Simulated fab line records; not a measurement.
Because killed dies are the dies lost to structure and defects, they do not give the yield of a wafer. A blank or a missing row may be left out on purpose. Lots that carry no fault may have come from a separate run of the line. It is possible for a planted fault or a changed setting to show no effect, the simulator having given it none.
The tool behind it: which one? + flow nand harc + 14 lots, 42 wafers sampled, at 3 steps of a route of 1159

== WHAT THE GAUGES SHOWED, per wafer ==
NHARC_A_SLIT_CD_MEAS_21.
| lot  | measured     | on        | cd nm (nm)        |
|------|--------------|-----------|-------------------|
| L333 | day 14 11:42 | cd sem-03 | 288.8 289.0 289.1 |
| L334 | day 14 19:14 | cd sem-01 | 288.1 288.3 287.4 |
| L336 | day 14 20:22 | cd sem-01 | 290.3 289.7 289.2 |
| L337 | day 15 10:38 | cd sem-03 | 288.7 288.8 288.3 |
| L339 | day 15 16:43 | cd sem-02 | 290.1 290.4 289.6 |
| L338 | day 15 18:27 | cd sem-03 | 289.2 289.5 288.9 |
| L344 | day 16 22:37 | cd sem-02 | 287.9 286.9 289.1 |
| L346 | day 17 08:11 | cd sem-01 | 291.2 290.8 290.4 |
| L349 | day 18 06:16 | cd sem-02 | 291.0 289.7 290.0 |
| L352 | day 18 11:34 | cd sem-02 | 287.8 287.8 287.4 |
| L350 | day 18 11:34 | cd sem-01 | 290.3 289.5 290.0 |
| L351 | day 19 02:13 | cd sem-03 | 289.8 289.1 289.7 |
| L353 | day 19 19:05 | cd sem-01 | 288.7 290.6 288.8 |
| L354 | day 20 08:02 | cd sem-02 | 289.8 290.6 289.6 |

== WHAT TOOL EACH LOT RAN ON (gives the tool, then ch and the chambers of the sampled wafers, and finally the start) ==
| lot  | NHARC_A_SLIT_DEP_23             | NHARC_A_SLIT_STRIP_18                         |
|------|---------------------------------|-----------------------------------------------|
| L333 | pecvd-01 ch 0,2, day 13 23:25   | rie diel-13 ch 0,3, day 14 11:42 or earlier   |
| L334 | pecvd-04 ch 1,2, day 14 12:45   | rie diel-10 ch 0,3, day 14 19:14 or earlier   |
| L336 | pecvd-01 ch 0,1,2, day 14 13:14 | rie diel-13 ch 2,3, day 14 20:22 or earlier   |
| L337 | pecvd-04 ch 1,2, day 15 03:47   | rie diel-13 ch 1,2, day 15 10:38 or earlier   |
| L339 | pecvd-02 ch 0,2, day 15 12:28   | rie diel-10 ch 0,3, day 15 16:43 or earlier   |
| L338 | pecvd-04 ch 0, day 15 12:37     | rie diel-13 ch 1,2,3, day 15 18:27 or earlier |
| L344 | pecvd-02 ch 1,2, day 16 18:23   | rie diel-10 ch 0,1,3, day 16 22:37 or earlier |
| L346 | pecvd-02 ch 0,1,2, day 17 03:55 | rie diel-13 ch 0,2,3, day 17 08:11 or earlier |
| L349 | pecvd-04 ch 1,2, day 18 01:58   | rie diel-10 ch 0,2, day 18 06:16 or earlier   |
| L352 | pecvd-04 ch 0,1,2, day 18 06:31 | rie diel-13 ch 2,3, day 18 11:34 or earlier   |
| L350 | pecvd-02 ch 0,1,2, day 18 07:19 | rie diel-07 ch 1,2,3, day 18 11:34 or earlier |
| L351 | pecvd-04 ch 0,2, day 18 21:53   | rie diel-13 ch 1,2,3, day 19 02:13 or earlier |
| L353 | pecvd-04 ch 0,1, day 19 14:11   | rie diel-07 ch 0,2, day 19 19:05 or earlier   |
| L354 | pecvd-01 ch 1,2, day 20 03:54   | rie diel-10 ch 1,2, day 20 08:02 or earlier   |
- NHARC_A_SLIT_DEP_23: deposits SiON, target thk 100 nm.
- NHARC_A_SLIT_STRIP_18: strips in O2.

== WHAT THE TOOLS THEMSELVES READ (means of the sampled wafers that have a number; where no wafer has one, the mark that the record gives instead) ==
NHARC_A_SLIT_DEP_23.
| lot  | tool     | heater power w (W) |
|------|----------|--------------------|
| L333 | pecvd-01 | 656                |
| L334 | pecvd-04 | 858                |
| L336 | pecvd-01 | 711                |
| L337 | pecvd-04 | 736                |
| L339 | pecvd-02 | 840                |
| L338 | pecvd-04 | 763                |
| L344 | pecvd-02 | 772                |
| L346 | pecvd-02 | 843                |
| L349 | pecvd-04 | 752                |
| L352 | pecvd-04 | 769                |
| L350 | pecvd-02 | 829                |
| L351 | pecvd-04 | 684                |
| L353 | pecvd-04 | 864                |
| L354 | pecvd-01 | 630                |

NHARC_A_SLIT_STRIP_18.
| lot  | tool        | drypump motor current A (A) | oes product au (a.u.) | rf vpp V (V) | showerhead plenum p Torr (Torr) | throttle valve pct (%) |
|------|-------------|-----------------------------|-----------------------|--------------|---------------------------------|------------------------|
| L333 | rie diel-13 | 5.7                         | 0.985                 | 57.4         | 3.52                            | 17.036                 |
| L334 | rie diel-10 | 6.4                         | 0.999                 | 58.4         | 3.43                            | 17.038                 |
| L336 | rie diel-13 | 6.0                         | 0.984                 | 57.2         | 3.48                            | 17.032                 |
| L337 | rie diel-13 | 6.0                         | 0.996                 | 57.7         | 3.76                            | 17.039                 |
| L339 | rie diel-10 | 6.2                         | 0.994                 | 57.3         | 3.39                            | 17.033                 |
| L338 | rie diel-13 | 6.0                         | 0.997                 | 58.3         | 3.62                            | 17.036                 |
| L344 | rie diel-10 | 6.0                         | 1.007                 | 58.7         | 3.48                            | 17.039                 |
| L346 | rie diel-13 | 5.7                         | 0.991                 | 58.0         | 3.56                            | 17.033                 |
| L349 | rie diel-10 | 6.0                         | 0.996                 | 58.4         | 3.49                            | 17.042                 |
| L352 | rie diel-13 | 6.0                         | 0.988                 | 56.9         | 3.48                            | 17.028                 |
| L350 | rie diel-07 | 6.0                         | 0.993                 | 58.0         | 3.55                            | 17.032                 |
| L351 | rie diel-13 | 6.0                         | 0.997                 | 58.2         | 3.62                            | 17.037                 |
| L353 | rie diel-07 | 5.9                         | 1.022                 | 57.9         | 3.42                            | 17.038                 |
| L354 | rie diel-10 | 5.5                         | 1.012                 | 57.8         | 3.66                            | 17.028                 |

== THE ANSWER, worked out from the rows above alone ==
Rule: what is usual is taken from the lots themselves. Put in order of their means at a reading, lots are off if they are a third of the lots or fewer, leave a main group of 4 or more, and stand apart from it by a gap of 3 or more times the standard deviation of the main group's means; of several such gaps the widest counts. If all means in a main group match to the digits the tables above print for the reading, that group is not used. A lot without any number at a reading at which 4 lots or more have one is off too. All remaining lots with rows at the step are treated as sound. Order of review: gauges by route order, followed by the tools' own readings, for which a lot's mean as printed above is used. The first step at which some lot is off is used, and at that step the reading that is off furthest; a lot without a number counts as furthest.
Across all readings shown, no lot is off: no conclusion can be drawn from this.

== WHAT THE SIMULATOR HAD INSERTED ==
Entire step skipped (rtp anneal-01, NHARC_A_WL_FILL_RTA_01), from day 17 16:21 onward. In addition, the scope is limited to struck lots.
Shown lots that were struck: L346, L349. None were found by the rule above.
